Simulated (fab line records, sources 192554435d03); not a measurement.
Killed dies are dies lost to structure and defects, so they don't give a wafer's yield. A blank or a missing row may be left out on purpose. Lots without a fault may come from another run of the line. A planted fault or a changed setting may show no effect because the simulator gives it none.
fab line records | flow n5_finfet
record lots=4 wafers=12 last_day=17
route steps=1938 shown SD_EPI_P@318 SD_ACTIVATION@330 ILD0@335 SDB@347 BEOL_M4@1111 PASSIVATION@1936
lots that met no fault: from a run of the same line without faults
start_h: hours from the record's first day to the start of the lot's first wafer shown | wait_h: hours since the lot's step before | " the same as in the row above | L1.1+2: a row that stands for several wafers | - no value, or no start given | * or withheld: withheld | < > ~ a bound
route shown NAME@n: a module of which the file shows steps, and the number in the route of the first | usual: mean/standard deviation of fault-free wafers | same: alike in all rows | chamber/n: place in a boat | sites: the reading at each site | _std_site: their standard deviation | _edge_site: outer sites' mean less inner sites' | radius_mm: how far each site lies from the wafer's centre | mask NAME#n: copy n | behind: the tool/chamber that last shaped the wafer | hold: why the lot was held/for how many hours/how that ended | device: the transistor (n, p or np) that didn't switch | end of line: the same wafers' tests at the end of the route | a step without rows: its recipe alone | killed: dies lost to structure and defects at the first sort, not the wafer's yield | map: a wafer's dies, x killed, . not, _ none there
set.NAME: the setting as run; set.NAME@STEP: as run at that earlier step | model.NAME: the simulator's own value behind a step, which no gauge read
lots at some steps of the route; a table a step, a row a wafer
services: from which hour (start_h, from the record's first day; less than 0 if before it) a tool's chamber was out of use, for how many hours, and why
## steps
# step N5_SD_EPI_P_SRD_20
# recipe dry=ipa_marangoni do_ppb=5 time_s=30 temp_c=23 rinse_liquid=diw
# step N5_SD_EPI_P_PRECLEAN_51
# recipe chemistry=NF3:NH3 afs_cycles=1 temp_c=30 time_s=20 sublimation_temp_c=180 sublimation_time_s=60 pressure_torr=3 rf_power_w=30
# step N5_SD_EPI_P_VAPOR_ETCH_44
# recipe chemistry=NF3/Ar target=SiGe30 temp_c=25 time_s=3.3 mode=isotropic
# step N5_SD_EPI_P_EPI_21
# recipe material=SiGe:B dopant=B temp_c=550 pressure_torr=20 ambient=H2 time_s=355
# step N5_SD_EPI_P_HM_STRIP_48
# recipe chemistry=H3PO4 temp_c=160 material=SiNx target=SiNx target_depth_a=30 overetch_fraction=0.3
# step N5_SD_EPI_P_SRD_49
# recipe dry=ipa_marangoni time_s=30 temp_c=23 rinse_liquid=diw
# step N5_SD_EPI_P_PRECLEAN_24
# recipe chemistry=O3/DIW time_s=45 temp_c=22 o3_ppm=10
# step N5_SD_EPI_P_PRECLEAN_32
# recipe chemistry=dHF time_s=10 dilution=500:1 temp_c=25
# step N5_SD_EPI_P_PRECLEAN_33
# recipe chemistry=SC2 time_s=45 temp_c=35 mix=1:1:50
# step N5_SD_EPI_P_SRD_25
# recipe time_s=30 temp_c=23 rinse_liquid=diw dry=ipa_marangoni
# step N5_SD_ACTIVATION_RTA_00
# recipe temp_c=975 time_s=0 ambient=N2 idle_temp_c=600 ramp_up_c_per_s=150 ramp_down_c_per_s=60 cool_to_c=600
# usual lamp_power_pct=8.96/0.054 lamp_zone_1_pct=8.955/0.024 lamp_zone_2_pct=8.950/0.029 lamp_zone_3_pct=8.950/0.027 lamp_zone_4_pct=8.947/0.025 lamp_zone_5_pct=8.955/0.026 lamp_zone_6_pct=8.877/0.026 lamp_zone_7_pct=9.348/0.028 wafer_temp_C_max=974.9/1.9
# columns lot.wafer tool chamber start_h wait_h lamp_power_pct lamp_zone_1_pct lamp_zone_2_pct lamp_zone_3_pct lamp_zone_4_pct lamp_zone_5_pct lamp_zone_6_pct lamp_zone_7_pct wafer_temp_C_max
L499.1 rtp_anneal-02 0 89.15 0.0 8.96 8.966 8.937 8.964 8.971 8.934 8.887 9.367 970.4
L499.5 " 0 " " 8.85 8.969 9.004 8.952 8.916 8.931 8.877 9.358 975.3
L499.6 " 0 " " 8.96 8.958 8.952 8.946 9.011 8.978 8.877 9.334 972.6
L508.2 rtp_anneal-02 0 144.87 0.2 8.54 8.557 8.526 8.584 8.564 8.588 8.521 8.920 973.4
L508.3 " 0 " " 8.51 8.527 8.600 8.539 8.548 8.537 8.482 8.982 972.8
L508.4 " 0 " " 8.62 8.585 8.577 8.555 8.552 8.568 8.514 8.925 972.1
L509.1 rtp_anneal-02 0 148.38 0.1 8.59 8.567 8.550 8.580 8.583 8.592 8.535 8.924 973.1
L509.3 " 0 " " 8.56 8.568 8.600 8.587 8.504 8.605 8.510 8.991 974.7
L509.4 " 0 " " 8.63 8.536 8.543 8.570 8.534 8.533 8.486 8.969 975.1
L514.2 rtp_anneal-01 0 180.57 0.2 8.85 8.930 8.998 8.914 8.958 8.937 8.856 9.346 974.7
L514.3 " 0 " " 8.97 8.910 8.956 8.939 8.924 8.930 8.864 9.338 972.5
L514.4 " 0 " " 9.04 8.967 8.946 8.968 9.026 8.973 8.917 9.363 977.2
# step N5_SD_ACTIVATION_LSA_01
# recipe temp_c=1080 time_s=0.0008 ambient=N2
# step N5_ILD0_LINER_00
# recipe material=SiNx target_thk_a=40 temp_c=400 ald_precursor_family=SiH2I2 ald_co_reactant=N2/H2-plasma pulse_time_s=1 purge_time_s=2 co_reactant_purge_time_s=2 ald_cycles=80 pressure_torr=2
# step N5_ILD0_FCVD_FILL_01
# recipe material=SiO2_flowable target_thk_a=2000 temp_c=100 pressure_torr=0.8 rf_w=2000 time_s=328.3
# step N5_ILD0_CURE_02
# recipe temp_c=450 time_s=1800 ambient=steam idle_temp_c=400 ramp_up_c_per_min=5 ramp_down_c_per_min=3 densification_p_h2o_torr=640
# step N5_ILD0_CMP_03
# recipe stop_on=SiNx t_overpolish_s=1.9 post_cmp_clean=alkaline_brush down_force_psi=4.1491 platen_rpm=51.796 pad_velocity_m_s=1.0306 target_thk_nm=197.38
# step N5_ILD0_CMP_07
# recipe stop_on=poly-Si material=SiO2_flowable t_overpolish_s=1.18 post_cmp_clean=alkaline_brush down_force_psi=4.1491 platen_rpm=51.796 pad_velocity_m_s=1.0306 target_thk_nm=138.88
# step N5_ILD0_PRECLEAN_10
# recipe chemistry=NF3:NH3 afs_cycles=5 time_s=20 temp_c=30 sublimation_temp_c=180 sublimation_time_s=60 pressure_torr=3 rf_power_w=30
# step N5_ILD0_ALD_15
# recipe material=SiNx target_thk_a=240 temp_c=400 ald_precursor_family=SiH2I2 ald_co_reactant=N2/H2-plasma pulse_time_s=1 ald_cycles=480 purge_time_s=2 co_reactant_purge_time_s=2 pressure_torr=2
# step N5_ILD0_CMP_12
# recipe stop_on=poly-Si material=SiNx t_overpolish_s=6 post_cmp_clean=alkaline_brush down_force_psi=2.5 platen_rpm=51.8 pad_velocity_m_s=1.0307 target_thk_nm=17.67
# step N5_SDB_HM_DEP_00
# recipe material=SiNx target_thk_a=400 temp_c=400 precursor=SiH4/NH3/N2 pressure_torr=1.5 rf_w=300 time_s=35.3
# step N5_SDB_COAT_03
# recipe resist=SOC temp_c=250 time_s=60 spin_rpm=1500 resist_thk_nm=100
# step N5_SDB_COAT_04
# recipe resist=SiARC temp_c=220 time_s=60 spin_rpm=1500 resist_thk_nm=18
# step N5_SDB_COAT_05
# recipe resist=CAR-ArF spin_rpm=1500 resist_thk_nm=90
# step N5_SDB_EBR_07
# recipe solvent=PGMEA ebr_width_mm=1.5
# step N5_SDB_SOFTBAKE_06
# recipe temp_c=110 time_s=60 resist=CAR-ArF
# step N5_SDB_EXPOSE_08
# recipe mask_id=SDB na=1.35 source_shape=conventional sigma_outer=0.5 polarization=unpolarized dose_mj=49.6
# step N5_SDB_PEB_09
# recipe peb_temp_c=withheld peb_time_s=60 resist=CAR-ArF
# step N5_SDB_DEVELOP_10
# recipe develop_time_s=30 developer=TMAH resist=CAR-ArF rinse_liquid=diw dry=air_spin dev_temp_c=23
# step N5_SDB_DESCUM_16
# recipe chemistry=O2 time_s=7.9 source_power_w=50 bias_power_w=20 pressure_mtorr=20 rf_frequency_hz=2.712e+07 temp_c=40 resist=CAR-ArF o2_flow_sccm=225
# step N5_BEOL_M4_RC_MEAS_101
# usual DIBL_N=36.4/1.6 DIBL_P=36.2/1.8 IOFF_N=0.159/0.029 IOFF_P=0.21/0.034 ION_N=670/12 ION_P=459/8.2 REXT_N=75.7/2 REXT_P=100.7/2.1 SS_N=71.5/0.59 SS_P=73.2/0.54 VT_N=250/3.3 VT_P=-250/3.7
# columns lot.wafer tool chamber start_h wait_h DIBL_N[mV/V] DIBL_P[mV/V] IOFF_N[nA/um] IOFF_P[nA/um] ION_N[uA/um] ION_P[uA/um] REXT_N[ohm.um] REXT_P[ohm.um] SS_N[mV/dec] SS_P[mV/dec] VT_N[mV] VT_P[mV]
L499.1 prober-02 0 217.70 0.0 36.9 38.3 0.168 0.21 670 454 75.1 101.1 71.9 73.0 248 -253
L499.5 " 0 " " 35.8 37.0 0.154 0.19 668 457 73.8 99.5 71.7 73.5 250 -251
L499.6 " 0 " " 36.5 38.1 0.169 0.22 677 468 74.2 99.9 72.0 73.5 249 -250
L508.2 prober-02 0 258.55 0.2 32.7 34.5 0.104 0.16 631 447 89.7 110.0 70.7 73.0 256 -254
L508.3 " 0 " " 30.2 31.3 0.073 0.13 621 439 89.4 108.8 70.2 72.1 264 -254
L508.4 " 0 " " 35.0 37.3 0.136 0.20 652 455 89.0 110.2 70.7 73.0 254 -255
L509.1 prober-02 0 285.69 0.0 32.6 34.7 0.097 0.17 623 441 90.0 105.4 70.8 73.1 259 -256
L509.3 " 0 " " 33.2 35.2 0.105 0.17 633 443 90.3 106.0 70.0 73.0 256 -254
L509.4 " 0 " " 33.3 36.0 0.105 0.18 624 440 91.8 105.9 70.8 73.8 257 -253
L514.2 prober-02 0 304.25 0.2 36.5 34.4 0.146 0.17 665 455 73.4 96.9 72.2 72.6 250 -253
L514.3 " 0 " " 37.5 36.1 0.160 0.21 666 459 75.0 96.5 72.0 73.2 249 -252
L514.4 " 0 " " 37.6 35.4 0.173 0.19 684 461 73.4 96.8 71.6 73.4 247 -250
# step N5_PASSIVATION_PROBE_49
# usual defect_limited_yield=91.1/1.5 killed_at_M0_to_M3=33/9.9 killed_at_M4_up=14/5.2 killed_at_contacts=12/6.7 killed_at_front_end=43/13 killed_at_other=3.4/2.7 killed_dies=105/17 killed_open=69/13 killed_short=33/7.5 sort_bin_5_function=5.2/0.91 sort_bin_6_memory=3.3/0.71 sort_bin_8_speed=0.00/0.032 sort_n_pass=1075/17 sort_yield_pct=91.1/1.5
# same gross_dies=1180 killed_at_back_side=0 sort_bin_4_leakage[%]=0
# columns lot.wafer tool chamber start_h wait_h defect_limited_yield[%] killed_at_M0_to_M3 killed_at_M4_up killed_at_contacts killed_at_front_end killed_at_other killed_dies killed_open killed_short sort_bin_5_function[%] sort_bin_6_memory[%] sort_bin_8_speed[%] sort_n_pass sort_yield_pct[%]
L499.1 prober-01 - 316.83 0.0 91.2 28 19 12 40 5 104 74 30 5.2 3.4 0 1076 91.2
L499.5 prober-01 - 317.03 0.2 89.8 27 18 6 64 5 120 72 45 5.9 4.0 0 1060 89.8
L499.6 prober-01 - 317.08 0.3 90.1 31 17 4 58 7 117 70 43 5.8 3.6 0 1063 90.1
L508.2 prober-02 - 360.28 0.1 91.1 45 9 20 29 2 105 70 32 5.3 3.1 4.15 1026 86.9
L508.3 prober-02 - 360.33 0.1 91.0 41 15 20 29 1 106 76 29 5.4 3.1 33.22 682 57.8
L508.4 prober-02 - 360.38 0.2 92.5 31 8 9 31 10 89 49 38 4.2 3.1 0 1091 92.5
L509.1 prober-01 - 384.00 0.8 93.0 26 9 6 31 11 83 57 25 4.6 2.5 25.68 794 67.3
L509.3 prober-01 - 384.10 0.9 92.5 33 7 6 41 1 88 59 23 4.3 2.6 4.66 1037 87.9
L509.4 prober-01 - 384.15 0.9 93.1 17 16 5 42 2 82 58 23 4.0 2.3 18.98 874 74.1
L514.2 prober-02 - 406.82 0.1 88.8 34 23 17 57 1 132 81 49 6.2 4.8 0 1048 88.8
L514.3 prober-02 - 406.87 0.1 89.4 33 24 10 56 2 125 71 48 6.4 3.6 0 1055 89.4
L514.4 prober-02 - 406.92 0.2 89.5 38 18 18 47 3 124 83 39 6.4 3.8 0 1056 89.5
# killed by level:class
L499.1 DUMMY_GATE:geometric_particle:open=13 MOL_CONTACT_COAG:geometric_particle:open=11 BEOL_M0_SAQP:geometric_particle:open=8 BEOL_M0_SAQP:geometric_particle:short=7 BEOL_M3:geometric_particle:open=6 FIN_SAQP:geometric_particle:short=5 STI_FIN_REVEAL:geometric_particle:open=5 BEOL_M5:geometric_particle:open=5
L499.5 FIN_SAQP:geometric_particle:open=19 FIN_SAQP:geometric_particle:short=12 BEOL_M0_SAQP:geometric_particle:open=10 BEOL_M5:geometric_particle:open=9 GATE_CUT:geometric_particle:short=8 DUMMY_GATE:geometric_particle:open=7 BEOL_M0_SAQP:geometric_particle:short=7 MOL_CONTACT_COAG:geometric_particle:short=4
L499.6 FIN_SAQP:geometric_particle:short=14 STI_FIN_REVEAL:geometric_particle:open=12 FIN_SAQP:geometric_particle:open=9 BEOL_M0_SAQP:geometric_particle:open=9 DUMMY_GATE:geometric_particle:open=9 BEOL_M0_SAQP:geometric_particle:short=9 BEOL_M4:geometric_particle:open=7 MOL_CONTACT_COAG:geometric_particle:open=4
L508.2 BEOL_M2:geometric_particle:open=22 MOL_CONTACT_COAG:geometric_particle:open=19 FIN_SAQP:geometric_particle:short=9 BEOL_M3:geometric_particle:open=6 BEOL_M4:geometric_particle:short=5 STI_FIN_REVEAL:geometric_particle:open=4 BEOL_M0_SAQP:geometric_particle:short=4 BEOL_M0_SAQP:geometric_particle:open=4
L508.3 MOL_CONTACT_COAG:geometric_particle:open=17 BEOL_M2:geometric_particle:open=15 BEOL_M0_SAQP:geometric_particle:open=12 BEOL_M4:geometric_particle:open=9 BEOL_M0_SAQP:geometric_particle:short=6 STI_FIN_REVEAL:geometric_particle:open=6 FIN_SAQP:geometric_particle:short=4 SDB:geometric_particle:short=4
L508.4 BEOL_M1:geometric_particle:open=9 FIN_SAQP:geometric_particle:short=8 BEOL_M2:geometric_particle:open=8 MOL_CONTACT_COAG:geometric_particle:open=7 BEOL_M0_SAQP:geometric_particle:short=7 STI_FIN_REVEAL:geometric_particle:open=5 FIN_SAQP:geometric_particle:open=4 GATE_CUT:geometric_particle:short=4
L509.1 BEOL_M2:geometric_particle:open=7 BEOL_M3:geometric_particle:open=7 GATE_CUT:geometric_particle:short=6 MOL_CONTACT_COAG:geometric_particle:open=6 BEOL_M1:geometric_particle:open=6 FIN_SAQP:geometric_particle:open=5 PAD_METAL:geometric_particle:short=5 STI_FIN_REVEAL:geometric_particle:open=4
L509.3 STI_FIN_REVEAL:geometric_particle:open=7 BEOL_M1:geometric_particle:open=7 BEOL_M2:geometric_particle:open=6 FIN_SAQP:geometric_particle:open=5 FIN_SAQP:geometric_particle:short=5 GATE_CUT:geometric_particle:open=5 MOL_CONTACT_COAG:geometric_particle:open=5 BEOL_M0_SAQP:geometric_particle:open=5
L509.4 STI_FIN_REVEAL:geometric_particle:open=7 FIN_SAQP:geometric_particle:open=6 FIN_SAQP:geometric_particle:short=5 GATE_CUT:geometric_particle:short=5 BEOL_M2:geometric_particle:open=5 BEOL_M4:geometric_particle:open=5 BEOL_M0:geometric_particle:open=4 STARTING-WAFER:geometric_particle:open=4
L514.2 FIN_SAQP:geometric_particle:short=15 STI_FIN_REVEAL:geometric_particle:open=12 MOL_CONTACT_COAG:geometric_particle:open=11 BEOL_M2:geometric_particle:open=8 FIN_SAQP:geometric_particle:open=7 BEOL_M0:geometric_particle:open=7 BEOL_M4:geometric_particle:open=7 MOL_CONTACT_COAG:geometric_particle:short=6
L514.3 FIN_SAQP:geometric_particle:short=17 MOL_CONTACT_COAG:geometric_particle:open=10 STI_FIN_REVEAL:geometric_particle:open=7 BEOL_M3:geometric_particle:open=7 BEOL_M5:geometric_particle:short=7 FIN_SAQP:geometric_particle:open=6 BEOL_M0_SAQP:geometric_particle:open=5 BEOL_M0_SAQP:geometric_particle:short=5
L514.4 MOL_CONTACT_COAG:geometric_particle:open=15 FIN_SAQP:geometric_particle:short=13 FIN_SAQP:geometric_particle:open=11 BEOL_M0_SAQP:geometric_particle:open=10 BEOL_M5:geometric_particle:open=7 BEOL_M1:geometric_particle:open=6 STI_FIN_REVEAL:geometric_particle:open=6 BEOL_M0_SAQP:geometric_particle:short=6
# map L508.3 (x killed, . not)
_________________..........x.________________
______________......x..x........_____________
___________............x.x.......x.__________
__________..............x....x......_________
________............x...x..x.........._______
_______........x......xx.........x.....______
______x..................x.............._____
_____.......x........x...................____
____..............x..x..x.................___
___........................................__
___.............xx.........................__
__.....................................x...._
__.......x....................x.......x...x._
_......x........x.....................xx.....
_.......x.........x.....x....................
_.......x................x........x.....x....
_..................x........................x
_....................x.......x.........x..x.x
_...................x....x....x...x..xx......
_..x.x..................................x.x..
_.....x..............................x.......
__..........x............x.................._
__x.x.x.......x......xx....................._
___.....x.............xx.x.x....x.x...x....__
___...............x.....x.....x.....x......__
____..xxx.....x......................x....___
_____...........x........................____
______....x...........x.....x......x...._____
_______...x.xxx..x.......x.x...........______
________...................x.........._______
__________.............x..x........._________
___________.....................x..__________
______________...x.....x.x.x...._____________
_________________.......xx...________________
# map L509.3 (x killed, . not)
_________________x........x..________________
______________.................._____________
___________........................__________
__________.........x......x...x....._________
________....x....x...................._______
_______.....x.......x..........x...xx..______
______...x........x.....x........x......_____
_____......x......x......x...............____
____x.....x...xx..x......x.........x......___
___....x...................................__
___....x..x.xx.............................__
__....................x...............x....x_
__...............x...........x........x....x_
_..........x............................x....
_..................x...................x..x..
_..............x......................x.x....
_...xx...........x......x...............x...x
_....x.................xx....................
_..x...........x.............x...xx..........
_x.x...............x.........................
_.........x...............x......x.......x...
__...........x.x..x........................._
__........x.....x..........x............x.x._
___...........x..............x............x__
___........................................__
____......................................___
_____..............x.....................____
______..............x............x......_____
_______................................______
________..x..x........................_______
__________..................x.x....._________
___________........................__________
______________..........x...x..._____________
_________________.....x......________________
## services
# columns tool chamber start_h hours kind
rtp_anneal-01 - 105.79 69.1 pm
## key
first_sign step=N5_SD_ACTIVATION_RTA_00 reading=lamp_zone_1_pct direction=down sigmas=16 usual=* struck=*
effect step=N5_SD_ACTIVATION_RTA_00 reading=lamp_zone_4_pct direction=down sigmas=16 usual=* struck=*
effect step=N5_BEOL_M4_RC_MEAS_101 reading=REXT_N direction=up sigmas=7.2 usual=75.7 struck=90.0
effect step=N5_BEOL_M4_RC_MEAS_101 reading=REXT_P direction=up sigmas=3.4 usual=100.7 struck=107.7
effect step=N5_BEOL_M4_RC_MEAS_101 reading=ION_N direction=down sigmas=3.2 usual=670 struck=631
effect step=N5_BEOL_M4_RC_MEAS_101 reading=VT_N direction=up sigmas=2.3 usual=250 struck=258
effect step=N5_BEOL_M4_RC_MEAS_101 reading=DIBL_N direction=down sigmas=2.3 usual=36.4 struck=32.8
effect step=N5_BEOL_M4_RC_MEAS_101 reading=IOFF_N direction=down sigmas=1.9 usual=0.159 struck=0.103 wafers_moved=4
effect step=N5_BEOL_M4_RC_MEAS_101 reading=ION_P direction=down sigmas=1.7 usual=459 struck=444
effect step=N5_BEOL_M4_RC_MEAS_101 reading=SS_N direction=down sigmas=1.7 usual=71.5 struck=70.5
effect step=N5_PASSIVATION_PROBE_49 reading=sort_bin_8_speed direction=up sigmas=99+ usual=0.00 struck=14.45 wafers_moved=5
met_at N5_SD_ACTIVATION_RTA_00
struck_wafers L508.2,L508.3,L508.4,L509.1,L509.3,L509.4
onset_between 89.15 144.87
fault kind=process_parameter_drift tool=rtp_anneal-02 chamber=- onset_h=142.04 steps=N5_SD_ACTIVATION_RTA_00 channel=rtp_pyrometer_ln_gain offset=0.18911 shape=step end_h=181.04
